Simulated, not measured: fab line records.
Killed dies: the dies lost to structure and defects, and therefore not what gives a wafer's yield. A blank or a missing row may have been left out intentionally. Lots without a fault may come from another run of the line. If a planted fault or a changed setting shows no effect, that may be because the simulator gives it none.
fab line records    flow nandHarc
record: lots: 5  wafers: 13  lastDay: 24
route steps=1159 shown A_M1@1045 A_BONDPAD@1059 END@1158
lots untouched by any fault: they come from a run of this same line in which no faults occurred
startH: hours from the record's opening day to when the first of the lot's shown wafers began    waitH: how many hours have passed since the lot's step before this one    " identical to the entry in the row above    L1.1+2: a row that stands for several wafers    - either no value or no given start    * or withheld: withheld    < > ~ a bound
route shown NAME@n: NAME is a module with steps in the file, n the number in the route of the first one    usual: the fault-free wafers' mean and standard deviation    same: alike in all rows    chamber/n: place in a boat    sites: each site's reading    _std_site: standard deviation across them    _edge_site: inner sites' mean taken away from outer sites' mean    radiusMm: how far each site lies from the wafer's centre    mask NAME#n: copy n    behind: the last tool/chamber to shape the wafer    hold: cause of the lot's hold/its duration in hours/its outcome    device: which transistor (n, p or np) failed to switch    end of line: at the end of the route, the tests of the same wafers    for a step that has no rows: nothing shown but its recipe    killed: dies lost to structure and defects at the first sort, not the wafer's yield    map: dies across one wafer; x = killed, . = not, _ = none there
set.NAME: the setting the step ran with; set.NAME@STEP: the setting that earlier step ran with    model.NAME: the simulator's own value behind a step, which no gauge read
lots seen at some steps along the route; tables by step, rows by wafer
services: from which hour (startH, from the record's first day; less than 0 if before it) a tool's chamber was out of use, for how many hours, and why
== steps ==
step: NHARC_A_M1_STRIP_19
recipe: timeS: 600  tempC: 30  chemistry: postEtchResidueRemover
step: NHARC_A_M1_DEGAS_29
recipe: tempC: 250  timeS: 60
step: NHARC_A_M1_PRE_CLEAN_30
recipe: timeS: 30  tempC: 280  gas: H2/He
usual: heaterPowerW: 405/40
lot.wafer  tool           chamber  startH  waitH  heaterPowerW
L421.4     pvdSputter-01  -        -       -      406
L421.3     "              -        "       "      363
L421.1     "              -        "       "      378
L425.3     pvdSputter-01  -        -       -      478
L425.2     "              -        "       "      400
L425.4     "              -        "       "      371
L431.1     pvdSputter-02  -        -       -      376
L435.2     pvdSputter-03  -        -       -      516
L435.4     "              -        "       "      433
L435.6     "              -        "       "      503
L439.4     pvdSputter-02  -        -       -      378
L439.2     "              -        "       "      368
L439.6     "              -        "       "      377
step: NHARC_A_M1_PVD_20
recipe: targetThkA: 50  biasV: 168.6  powerW: 15000  chamberPressurePa: 0.12  timeS: 8.06  substrateTempC: 50  material: TaN
step: NHARC_A_M1_PVD_21
recipe: targetThkA: 300  chamberPressurePa: 5  powerW: 5000  substrateTempC: 30  timeS: 20.49  material: Cu
step: NHARC_A_M1_ECD_22
recipe: targetThkA: 4000  bathTempC: 25  material: Cu
step: NHARC_A_M1_ANNEAL_31
recipe: tempC: 225  timeS: 90
step: NHARC_A_M1_CMP_23
recipe: tOverpolishS: 20  targetThkNm: 154.34
usual: motorCurrentA: 12.9/1.6  timeToEndpointS: 29.5/1.9
lot.wafer  tool    chamber  startH  waitH  motorCurrentA  timeToEndpointS
L421.1     cmp-04  2        408.31  -      11.7           28.3
L421.4     "       3        "       "      11.4           28.0
L421.3     "       0        "       "      14.3           30.9
L425.3     cmp-03  0        425.16  -      14.7           33.8
L425.2     "       1        "       "      14.6           33.6
L425.4     "       3        "       "      13.7           33.6
L431.1     cmp-02  1        479.28  -      12.6           32.6
L435.4     cmp-04  3        501.46  -      11.5           28.8
L435.2     "       0        "       "      14.9           26.5
L435.6     "       3        "       "      11.5           29.4
L439.4     cmp-04  0        521.73  -      14.8           29.1
L439.2     "       2        "       "      11.0           29.8
L439.6     "       0        "       "      15.4           29.8
step: NHARC_A_M1_THK_MEAS_24
recipe: thkMeasGauge: xrf
usual: thkNm: 154.6/1.4
lot.wafer  tool          chamber  startH  waitH  thkNm
L421.1     filmMetro-01  -        408.63  -      152.0
L421.3     "             -        "       "      152.3
L421.4     "             -        "       "      151.2
L425.2     filmMetro-01  -        425.48  -      155.8
L425.3     "             -        "       "      157.3
L425.4     "             -        "       "      155.2
L431.1     filmMetro-02  -        479.55  -      153.3
L435.2     filmMetro-01  -        501.78  -      155.2
L435.4     "             -        "       "      154.5
L435.6     "             -        "       "      156.3
L439.2     filmMetro-02  -        522.04  -      154.1
L439.4     "             -        "       "      154.5
L439.6     "             -        "       "      155.7
step: NHARC_A_M1_SRD_25
step: NHARC_A_M1_INSPECT_27
usual: rawDefectCount: 429/130
lot.wafer  tool              chamber  startH  waitH  rawDefectCount
L421.1     defectInspect-01  -        408.81  0.0    364
L421.3     "                 -        "       "      362
L421.4     "                 -        "       "      383
L425.2     defectInspect-01  -        425.64  0.0    747
L425.3     "                 -        "       "      425
L425.4     "                 -        "       "      615
L431.1     defectInspect-01  -        479.73  0.0    249
L435.2     defectInspect-01  -        501.94  0.0    392
L435.4     "                 -        "       "      352
L435.6     "                 -        "       "      520
L439.2     defectInspect-02  -        522.20  0.0    438
L439.4     "                 -        "       "      400
L439.6     "                 -        "       "      307
step: NHARC_A_M1_PRE_CLEAN_32
recipe: timeS: 12  tempC: 370  rfPowerW: 300  gas: NH3
usual: heaterPowerW: 656/58
lot.wafer  tool      chamber  startH  waitH  heaterPowerW
L421.3     pecvd-01  0        408.89  0.1    601
L421.1     "         1        "       "      588
L421.4     "         0        "       "      620
L425.2     pecvd-02  2        425.71  0.1    665
L425.3     "         0        "       "      574
L425.4     "         0        "       "      565
L431.1     pecvd-02  0        479.81  0.1    625
L435.2     pecvd-01  1        502.44  0.5    617
L435.6     "         1        "       "      617
L435.4     "         2        "       "      590
L439.2     pecvd-03  1        522.51  0.3    699
L439.6     "         0        "       "      621
L439.4     "         1        "       "      715
step: NHARC_A_M1_DEP_33
recipe: targetThkA: 300  tempC: 370  targetThkNm: 30  pressureTorr: 3  flowSccm: 200  rfW: 450  material: SiCN
usual: heaterPowerW: 608/63
lot.wafer  tool      chamber  startH  waitH  heaterPowerW
L421.3     pecvd-01  0        408.97  0.1    519
L421.1     "         1        "       "      639
L421.4     "         0        "       "      529
L425.2     pecvd-02  2        425.79  0.1    653
L425.3     "         0        "       "      573
L425.4     "         0        "       "      554
L431.1     pecvd-02  0        479.92  0.1    533
L435.2     pecvd-01  1        502.52  0.1    645
L435.6     "         1        "       "      641
L435.4     "         2        "       "      562
L439.2     pecvd-03  1        522.62  0.1    653
L439.6     "         0        "       "      649
L439.4     "         1        "       "      641
step: NHARC_A_BONDPAD_DEP_00
recipe: targetThkA: 2500  tempC: 370  targetThkNm: 250  pressureTorr: 3  flowSccm: 200  rfW: 450  material: SiCN
step: NHARC_A_BONDPAD_CMP_29
recipe: targetThkNm: 200  material: SiCN
step: NHARC_A_BONDPAD_THK_MEAS_30
recipe: thkMeasGauge: ellipsometry
usual: thkNm: 199.9/1.4
lot.wafer  tool          chamber  startH  waitH  thkNm
L421.1     filmMetro-02  -        410.18  0.2    201.0
L421.3     "             -        "       "      201.2
L421.4     "             -        "       "      199.7
L425.2     filmMetro-01  -        426.99  0.2    200.2
L425.3     "             -        "       "      199.3
L425.4     "             -        "       "      202.8
L431.1     filmMetro-02  -        481.09  0.2    198.8
L435.2     filmMetro-01  -        503.74  0.2    199.5
L435.4     "             -        "       "      199.5
L435.6     "             -        "       "      197.4
L439.2     filmMetro-02  -        523.79  0.2    202.3
L439.4     "             -        "       "      200.9
L439.6     "             -        "       "      202.0
step: NHARC_A_BONDPAD_SRD_31
step: NHARC_A_BONDPAD_DEHYDRATE_01
recipe: tempC: 150  timeS: 120
step: NHARC_A_BONDPAD_HMDS_02
recipe: timeS: 30
step: NHARC_A_BONDPAD_COAT_33
recipe: tempC: 200  timeS: 65
step: NHARC_A_BONDPAD_COAT_03
recipe: spinRpm: 2000  resistThkNm: 600
step: NHARC_A_BONDPAD_SOFTBAKE_04
recipe: tempC: 125  timeS: 70
step: NHARC_A_BONDPAD_EBR_05
step: NHARC_A_BONDPAD_EXPOSE_06
recipe: na: 0.55  doseMj: 36.99  maskId: A_BPAD
step: NHARC_A_BONDPAD_PEB_07
recipe: pebTempC: 128  pebTimeS: 80
step: NHARC_A_BONDPAD_DEVELOP_08
recipe: timeS: 50  devTempC: 22
step: NHARC_A_BONDPAD_CD_MEAS_09
recipe: targetCdNm: 500  landingEnergyEv: 500
usual: cdNm: 499.8/1.3
lot.wafer  tool      chamber  startH  waitH  cdNm
L421.1     cdSem-02  0        410.79  -      499.4
L421.3     "         0        "       "      500.7
L421.4     "         0        "       "      499.2
L425.2     cdSem-01  0        427.56  -      500.0
L425.3     "         0        "       "      499.9
L425.4     "         0        "       "      498.8
L431.1     cdSem-01  0        481.68  -      500.3
L435.2     cdSem-01  0        504.32  -      499.9
L435.4     "         0        "       "      500.7
L435.6     "         0        "       "      499.2
L439.2     cdSem-01  0        524.24  -      499.9
L439.4     "         0        "       "      501.9
L439.6     "         0        "       "      502.1
step: NHARC_A_BONDPAD_OVL_MEAS_35
usual: overlayXNm: -1/7.3  overlayYNm: 0/4.9
lot.wafer  tool        chamber  startH  waitH  overlayXNm  overlayYNm
L421.1     overlay-02  -        410.88  -      -1          2
L421.3     "           -        "       "      -1          2
L421.4     "           -        "       "      -1          2
L425.2     overlay-02  -        427.65  -      10          5
L425.3     "           -        "       "      10          6
L425.4     "           -        "       "      10          5
L431.1     overlay-02  -        481.77  -      15          -2
L435.2     overlay-02  -        504.41  -      -4          4
L435.4     "           -        "       "      -4          4
L435.6     "           -        "       "      -5          5
L439.2     overlay-01  -        524.33  -      -1          0
L439.4     "           -        "       "      -2          0
L439.6     "           -        "       "      -1          -1
step: NHARC_A_BONDPAD_HARDBAKE_10
recipe: tempC: 118  timeS: 65
step: NHARC_A_BONDPAD_DESCUM_11
recipe: timeS: 3  o2FlowSccm: 200  arFlowSccm: 0  biasPowerW: 0  chemistry: O2
step: NHARC_A_BONDPAD_ETCH_34
recipe: targetDepthA: 600  overetchA: 180  timeS: 65.91  ionEnergyEv: 200  n2FlowSccm: 150  h2FlowSccm: 150  arFlowSccm: 0  rfW: 400  biasW: 150  chemistry: N2/H2
step: NHARC_A_BONDPAD_ETCH_12
recipe: targetDepthA: 2200  timeS: 110  chf3FlowSccm: 50  o2FlowSccm: 10  arFlowSccm: 200  rfW: 500  biasW: 200  chemistry: CHF3/O2
usual: drypumpMotorCurrentA: 6.0/0.45  oesProductAu: 0.940/0.02  rfVppV: 370.9/2.5  showerheadPlenumPTorr: 2.42/0.11  throttleValvePct: 20.572/0.009
lot.wafer  tool        chamber  startH  waitH  drypumpMotorCurrentA  oesProductAu  rfHoursCounterH  rfVppV  showerheadPlenumPTorr  throttleValvePct
L421.3     rieDiel-07  1        -       -      6.6                   0.974         6                371.8   2.45                   20.566
L421.4     "           2        "       "      5.8                   0.976         6                373.9   2.57                   20.575
L421.1     "           3        "       "      6.3                   0.987         6                372.3   2.44                   20.579
L425.4     rieDiel-01  0        -       -      6.4                   0.928         44               367.4   2.22                   20.565
L425.2     "           1        "       "      5.7                   0.940         42               370.0   2.41                   20.574
L425.3     "           3        "       "      6.3                   0.939         44               372.9   2.49                   20.578
L431.1     rieDiel-07  2        -       -      5.8                   0.918         2                374.3   2.57                   20.583
L435.2     rieDiel-11  3        -       -      5.8                   0.933         27               371.3   2.42                   20.572
L435.6     "           3        "       "      5.8                   0.925         -                370.5   2.42                   20.571
L435.4     "           1        "       "      5.6                   0.931         -                372.5   2.53                   20.566
L439.4     rieDiel-07  2        -       -      5.8                   0.928         3                373.5   2.57                   20.575
L439.2     "           3        "       "      6.3                   0.935         4                373.0   2.44                   20.571
L439.6     "           0        "       "      5.4                   0.936         -                366.9   2.26                   20.567
step: NHARC_A_BONDPAD_CD_MEAS_13
usual: cdNm: 499.1/1.5
lot.wafer  tool      chamber  startH  waitH  cdNm
L421.1     cdSem-03  -        411.32  -      499.3
L421.3     "         -        "       "      500.1
L421.4     "         -        "       "      498.9
L425.2     cdSem-03  -        428.09  -      498.5
L425.3     "         -        "       "      498.0
L425.4     "         -        "       "      497.7
L431.1     cdSem-03  -        482.27  -      498.9
L435.2     cdSem-03  -        504.90  -      499.4
L435.4     "         -        "       "      500.9
L435.6     "         -        "       "      499.1
L439.2     cdSem-03  -        524.77  -      499.0
L439.4     "         -        "       "      501.3
L439.6     "         -        "       "      501.5
step: NHARC_A_BONDPAD_STRIP_15
recipe: o2FlowSccm: 500  arFlowSccm: 0  biasW: 0  chemistry: O2
step: NHARC_A_BONDPAD_ETCH_24
recipe: targetDepthA: 300  overEtchFrac: 0.3  timeS: 72.99  ionEnergyEv: 150  cf4FlowSccm: 50  n2FlowSccm: 100  arFlowSccm: 150  rfW: 300  biasW: 100  chemistry: CF4/N2
step: NHARC_A_BONDPAD_STRIP_16
recipe: timeS: 600  tempC: 30  chemistry: postEtchResidueRemover
step: NHARC_A_BONDPAD_DEGAS_25
recipe: tempC: 300  timeS: 60
usual: heaterPowerW: 462/50
lot.wafer  tool           chamber  startH  waitH  heaterPowerW
L421.4     pvdSputter-02  -        411.99  -      429
L421.3     "              -        "       "      451
L421.1     "              -        "       "      434
L425.4     pvdSputter-02  -        428.72  -      435
L425.3     "              -        "       "      433
L425.2     "              -        "       "      465
L431.1     pvdSputter-01  -        482.96  -      431
L435.4     pvdSputter-03  -        505.62  -      508
L435.2     "              -        "       "      599
L435.6     "              -        "       "      424
L439.4     pvdSputter-01  -        525.99  -      386
L439.2     "              -        "       "      430
L439.6     "              -        "       "      384
step: NHARC_A_BONDPAD_PRE_CLEAN_26
recipe: timeS: 30  tempC: 280  gas: H2/He
step: NHARC_A_BONDPAD_PVD_17
recipe: targetThkA: 50  biasV: 168.6  powerW: 15000  chamberPressurePa: 0.12  timeS: 8.06  substrateTempC: 50  material: TaN
step: NHARC_A_BONDPAD_PVD_27
recipe: targetThkA: 300  chamberPressurePa: 5  powerW: 5000  substrateTempC: 30  timeS: 20.49  material: Cu
step: NHARC_A_BONDPAD_ECD_18
recipe: targetThkA: 4000  bathTempC: 25  material: Cu
step: NHARC_END_WLT_00
usual: VT_DECK1_BOTTOM: 0.868/0.0078  VT_DECK1_BOTTOM_INNER: 0.868/0.0069  VT_DECK1_MEDIAN_NEAR_BOTTOM: 0.870/0.0076  VT_DECK1_MEDIAN_NEAR_BOTTOM_INNER: 0.869/0.007  VT_DECK1_MIDDLE: 0.882/0.007  VT_DECK1_MIDDLE_INNER: 0.881/0.0072  VT_DECK1_TOP: 0.892/0.0077  VT_DECK1_TOP_INNER: 0.892/0.0074
lot.wafer  tool       chamber  startH  waitH  VT_DECK1_BOTTOM  VT_DECK1_BOTTOM_INNER  VT_DECK1_MEDIAN_NEAR_BOTTOM  VT_DECK1_MEDIAN_NEAR_BOTTOM_INNER  VT_DECK1_MIDDLE  VT_DECK1_MIDDLE_INNER  VT_DECK1_TOP  VT_DECK1_TOP_INNER
L421.1     prober-02  -        439.10  0.1    0.869            0.865                  0.870                        0.872                              0.875            0.885                  0.890         0.889
L421.3     "          -        440.11  1.1    0.874            0.870                  0.881                        0.875                              0.886            0.881                  0.895         0.895
L421.4     "          -        "       "      0.867            0.876                  0.867                        0.868                              0.880            0.879                  0.895         0.887
L425.2     prober-02  -        462.96  5.9    0.884            0.876                  0.880                        0.883                              0.889            0.899                  0.914         0.908
L425.3     "          -        "       "      0.884            0.883                  0.879                        0.885                              0.887            0.886                  0.907         0.903
L425.4     "          -        "       "      0.882            0.879                  0.877                        0.880                              0.891            0.898                  0.906         0.907
L431.1     prober-02  -        514.16  0.1    0.888            0.902                  0.903                        0.894                              0.911            0.898                  0.912         0.914
L435.2     prober-02  -        535.81  0.6    0.858            0.861                  0.867                        0.865                              0.874            0.873                  0.878         0.898
L435.4     "          -        536.82  1.6    0.867            0.862                  0.860                        0.859                              0.882            0.880                  0.882         0.888
L435.6     "          -        537.83  2.6    0.859            0.870                  0.864                        0.867                              0.875            0.871                  0.890         0.885
L439.2     prober-01  -        559.10  6.3    0.870            0.872                  0.880                        0.871                              0.878            0.877                  0.892         0.894
L439.4     "          -        560.11  7.3    0.871            0.874                  0.869                        0.873                              0.886            0.876                  0.888         0.888
L439.6     "          -        561.12  8.4    0.879            0.869                  0.867                        0.868                              0.882            0.881                  0.888         0.892
step: NHARC_END_SORT_01
recipe: tempC: 25
usual: killedAtArray: 24/7.4  killedAtOther: 0.5/0.81  killedAtPeriphery: 3.4/2.3  killedDies: 28/8  killedOpen: 3.4/1.8  killedShort: 2.0/1.4
same: grossDies: 677
lot.wafer  tool       chamber  startH  waitH  killedAtArray  killedAtOther  killedAtPeriphery  killedDies  killedOpen  killedShort
L431.1     prober-02  0        517.14  2.5    73             0              7                  80          4           1
killed by level:class
L431.1 A_M1:unspecified=58 P_ZERO_WELL:chamberFilmFlake=4 A_M0:geometricParticle:open=3 A_CHANNEL_HOLE_D1:chamberFilmFlake=3 A_CHANNEL_HOLE_D1:areaPeb=3 P_STI:chamberFilmFlake=2 A_ONON_D1:geometricParticle:short=1 A_SGD_CUT:geometricParticle:open=1
map L431.1 (x killed, . not)
____________.____________
_________......._________
_______..........._______
______.............______
_____........x......_____
____.................____
____.................____
___...................___
___...................___
__.....................__
__...........x.........__
_......................._
_..............x........_
_......................._
_...........xx.........._
_...........x....x......_
.....x..............x....
...........x..x..........
.x.......................
.x..................x....
...................xx.x..
_x..................xx.._
_........x........xxx.x._
_................xxxxxx._
_................x.xxxxx_
_................xxxxxxx_
__............x..xxxxxx__
__..............x.xxxxx__
___..............xxxxx___
___..............xxxxx___
____..........xx.xxxx____
____.......x......xxx____
_____..xx..........x_____
______.............______
_______..........._______
_________......._________
____________.____________
map L425.2 (x killed, . not)
____________.____________
_________......._________
_______..x........_______
______..x..........______
_____..xxx.........._____
____x.x.x............____
____...x....x........____
___x........x.x.......___
___.............x.....___
__.....x.....x.........__
__.....................__
_......................._
_..xx.....x.x..........._
_......................._
_.x......x.............._
_............x.........._
.x............x..........
x........................
xxxx.....................
x........................
xx.......................
_..xx..................._
_x............x.x......._
_............x.........._
_......................._
_......................._
__.....................__
__.x...................__
___...................___
___...................___
____............x....____
____.................____
_____..............._____
______.............______
_______..........._______
_________.....x._________
____________.____________
== services ==
tool           chamber  startH  hours  kind
pvdSputter-02  -        396.29  10.0   pm
cmp-04         -        399.08  4.0    pm
pecvd-03       -        416.29  0.8    repair
rieDiel-07     -        416.89  9.0    pm
pecvd-01       -        418.19  13.0   pm
cmp-02         -        422.97  4.0    pm
rieDiel-07     1        434.35  2.5    repair
pvdSputter-01  -        437.04  1.4    repair
rieDiel-01     -        437.94  0.2    repair
rieDiel-11     0        441.10  3.3    repair
pecvd-02       2        443.88  5.0    repair
rieDiel-07     0        446.39  13.2   repair
cmp-03         -        450.16  4.0    pm
rieDiel-11     1        454.41  2.5    repair
pvdSputter-03  -        458.00  10.0   pm
pecvd-03       -        473.28  13.0   pm
rieDiel-01     0        490.11  22.5   repair
rieDiel-01     -        491.99  9.0    pm
cmp-04         -        497.19  4.0    pm
rieDiel-11     0        500.70  10.5   repair
cmp-04         -        502.11  1.0    repair
pvdSputter-01  -        503.72  3.3    repair
pvdSputter-01  -        514.01  10.0   pm
pecvd-02       -        515.04  13.0   pm
== key ==
firstSign: step: NHARC_END_WLT_00  reading: VT_DECK1_BOTTOM_INNER  direction: up  sigmas: 5  usual: 0.868  struck: 0.902
effect: step: NHARC_END_WLT_00  reading: VT_DECK1_MEDIAN_NEAR_BOTTOM  direction: up  sigmas: 4.3  usual: 0.870  struck: 0.903
effect: step: NHARC_END_SORT_01  reading: killedAtArray  direction: up  sigmas: 6.6  usual: 24  struck: 73
moreKillsBornAt: NHARC_A_M1_PRE_CLEAN_32@pecvd-02: 58
metAt NHARC_A_M1_PRE_CLEAN_32
struckWafers L431.1
testerLeftOut L431
onsetBetween 425.71 479.81
alsoFits NHARC_A_M1_CMP_23:cmp-02,NHARC_A_M1_DEP_33:pecvd-02
earlierFault: kind: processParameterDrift  tool: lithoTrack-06  chamber: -  onsetH: 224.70  steps: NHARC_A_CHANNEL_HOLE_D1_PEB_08  channel: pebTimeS  offset: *  shape: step  endH: 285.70  actsIn: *  stated: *
fault: kind: chamberParticleSource  tool: pecvd-02  chamber: 0  onsetH: 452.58  steps: NHARC_A_M1_PRE_CLEAN_32  ratePerVisitCm2: 0.40752
testerLeftOut: of these lots the tester's yield and bins aren't shown, on N5 and GAA mostly nor the transistor test; their killed dies are dies lost to structure and defects alone, not to doping, threshold or leakage, so they don't give the yield
